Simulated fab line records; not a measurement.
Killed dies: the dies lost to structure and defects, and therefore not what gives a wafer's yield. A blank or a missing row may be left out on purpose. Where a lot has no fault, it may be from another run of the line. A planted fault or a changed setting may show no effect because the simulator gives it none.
Chamber matching ; flow nand harc ; rie diel-13 running NHARC_A_M1_STRIP_18: 4 sister chambers
The step strips in N2/H2. 22 wafers are shown with their chamber, then 11 later ones without.

## WAFERS WITH THEIR CHAMBER
wafer;chamber;drypump motor current A (A);rf vpp V (V);oes product au (a.u.)
L080.2;2;5.1;91.2;0.998
L080.3;0;5.9;89.7;1.018
L080.6;0;5.9;91.7;1.017
L078.2;3;5.6;90.6;0.995
L078.3;1;5.4;91.9;1.009
L078.4;2;5.1;90.6;0.997
L086.1;3;5.7;91.4;0.989
L086.2;2;5.1;89.8;0.992
L086.4;3;5.7;92.4;0.992
L088.2;3;5.6;91.4;0.990
L088.4;0;5.9;90.6;0.994
L088.5;1;5.4;92.8;0.994
L085.1;1;5.4;90.9;0.987
L085.4;0;5.9;90.2;0.993
L085.6;0;5.9;91.1;0.998
L090.1;1;5.4;89.9;1.007
L090.3;2;5.1;90.3;0.987
L090.5;0;5.9;90.4;0.999
L092.2;2;5.1;89.1;1.009
L092.3;0;5.9;89.4;0.998
L092.6;3;5.6;91.8;1.001
L094.1;3;5.6;91.5;1.001

SIGNATURES (averages over the wafers above)
reading;chamber 0;chamber 1;chamber 2;chamber 3;scatter within a chamber
drypump motor current A;5.900;5.400;5.100;5.633;0.0272
rf vpp V;90.443;91.375;90.200;91.517;0.84
oes product au;1.00243;0.99925;0.99660;0.99467;0.00885
Rule: distance of a wafer from a chamber = root of the sum over the readings of ((wafer's reading minus chamber's mean) / reading's scatter) squared. The wafer belongs to the nearest chamber; if the next one is less than 2 further off, it can't be placed. How the scatter is found: for the shown wafers, subtract from each reading the mean of its chamber, square and add these, divide the total by (wafers less chambers), then take the root.

## WAFERS WITHOUT THEIR CHAMBER
wafer;drypump motor current A (A);rf vpp V (V);oes product au (a.u.)
L094.2;5.1;90.6;0.996
L094.3;5.9;90.2;1.008
L094.4;5.4;91.0;0.994
L094.5;5.1;89.0;1.009
L094.6;5.6;90.8;1.004
L096.2;5.6;90.6;0.995
L096.5;5.9;91.1;1.003
L096.6;5.4;92.6;0.997
L097.1;5.9;89.9;1.000
L097.3;5.4;90.7;1.001
L097.5;5.7;91.2;0.996

## THE CHAMBER EACH PASSED THROUGH
wafer;from the rows above;in truth
L094.2;2;2
L094.3;0;0
L094.4;1;1
L094.5;2;2
L094.6;3;3
L096.2;3;3
L096.5;0;0
L096.6;1;1
L097.1;0;0
L097.3;1;1
L097.5;3;3
Correctly placed: 11 of 11. Not placeable from these rows: 0. Wrongly placed: 0.
